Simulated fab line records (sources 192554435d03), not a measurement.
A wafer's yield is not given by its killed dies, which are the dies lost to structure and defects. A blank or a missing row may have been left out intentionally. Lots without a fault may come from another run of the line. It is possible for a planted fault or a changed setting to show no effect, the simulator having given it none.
Split-lot experiment | flow n5 finfet | 21 wafers read from 7 lots, route of 1938 steps

## ON THE SPLIT
At N5_BEOL_M8_DESCUM_33 (chemistry O2, time 7 s), the setting time s was moved away from the recipe's 7 s on 3 of the 21 wafers read, by -13.1% to -9.0%. This setting was run at the recipe's value on the other wafers.

The reading comes from the split's own step.

## THE READING
CAR-EUV_of_BEOL_M8_COAT_22.thk nm (the simulator's own value, which no gauge read), in nm, at N5_BEOL_M8_DESCUM_33 (chemistry O2, time 7 s). The file gives no usual value for it. Average 26.0 nm, standard deviation 0.046 nm, over the 18 wafers here run with the recipe.

wafer  | tool, chamber at the split | time s as run, s | against the recipe | CAR-EUV_of_BEOL_M8_COAT_22.thk nm, nm | against lot-mates on the recipe
L075.2 | rie diel-01, 3,1,2         | 7                | recipe             | 26                                    | -
L075.5 | rie diel-01, 3,1,2         | 7                | recipe             | 26                                    | -
L075.6 | rie diel-01, 3,1,2         | 7                | recipe             | 26                                    | -
L076.2 | rie diel-06, 2,1           | 6.369            | -9.0%              | 26.4                                  | +0.4
L076.4 | rie diel-06, 2,1           | 6.369            | -9.0%              | 26.4                                  | +0.4
L076.6 | rie diel-06, 1             | 7                | recipe             | 26                                    | -
L084.3 | rie diel-01, 3,2,0         | 7                | recipe             | 26                                    | -
L084.4 | rie diel-01, 3,2,0         | 7                | recipe             | 26                                    | -
L084.5 | rie diel-01, 3,2,0         | 7                | recipe             | 26                                    | -
L088.3 | rie diel-01, 1,2,3         | 7                | recipe             | 26                                    | -
L088.4 | rie diel-01, 1,2,3         | 7                | recipe             | 26                                    | -
L088.5 | rie diel-01, 1,2,3         | 7                | recipe             | 26                                    | -
L091.3 | rie diel-06, 0,3           | 7                | recipe             | 26                                    | -
L091.6 | rie diel-06, 0,3           | 7                | recipe             | 26                                    | -
L091.5 | rie diel-06, 2             | 6.081            | -13.1%             | 26.4                                  | +0.4
L093.2 | rie diel-04, 3             | 7                | recipe             | 25.8                                  | -
L093.3 | rie diel-04, 1,0           | 7                | recipe             | 26                                    | -
L093.4 | rie diel-04, 1,0           | 7                | recipe             | 26                                    | -
L095.2 | rie diel-01, 2,0,0         | 7                | recipe             | 26                                    | -
L095.3 | rie diel-01, 2,0,0         | 7                | recipe             | 26                                    | -
L095.5 | rie diel-01, 2,0,0         | 7                | recipe             | 26                                    | -
If several chambers appear in one row, that row covers several wafers at once and the file leaves open which wafer was in which chamber.

FIT RESULTS
A straight line over all 21 wafers: CAR-EUV_of_BEOL_M8_COAT_22.thk nm changes by -0.038 nm for each +1% of time s; r = -0.94; the points scatter about the line by 0.054 nm.
The same after taking each lot's own level away (the mean of its wafers on the recipe; 21 wafers): -0.037 nm for each +1%; r = -0.95; scatter 0.047 nm.
The reading moves by 0.49 nm for the largest change in time s, on that fit.
Measured against the standard deviation above, the lots' own levels, which go from 25.93 to 26.00 nm, span 1.5 times it.
Consequently the slope shifts little with the lot-to-lot level, the two slopes agreeing.
Check: +0.583 nm against its lot-mates is what the line predicts for one of the wafers moved furthest among these (-13.1%) when that wafer is left out of the fit. Against them it came out at +0.4 nm.

## FURTHER SPLITS ON THESE WAFERS
These wafers also went through other splits before the reading. Each is held against what the fit with the lots' levels taken away leaves over:
other split on the same wafers     | wafers away from the commonest value | r with CAR-EUV_of_BEOL_M8_COAT_22.thk nm (lot level and that fit taken away)
N5_BEOL_M5_COAT_05 spin rpm        | 2                                    | -0.27
N5_BEOL_M5_ETCH_72 source w        | 10                                   | +0.41
N5_BEOL_M5_SPUTTER_48 time s       | 10                                   | +0.00
N5_BEOL_M6_TRENCH_ETCH_37 time s   | 5                                    | -0.02
N5_BEOL_M7_TRENCH_ETCH_37 source w | 6                                    | +0.07
N5_BEOL_M7_ETCH_41 source w        | 8                                    | -0.01

## FILE'S OWN FIT
CAR-EUV_of_BEOL_M8_COAT_22.thk nm changes by -0.0349 nm for each +1% of time s, r = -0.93.
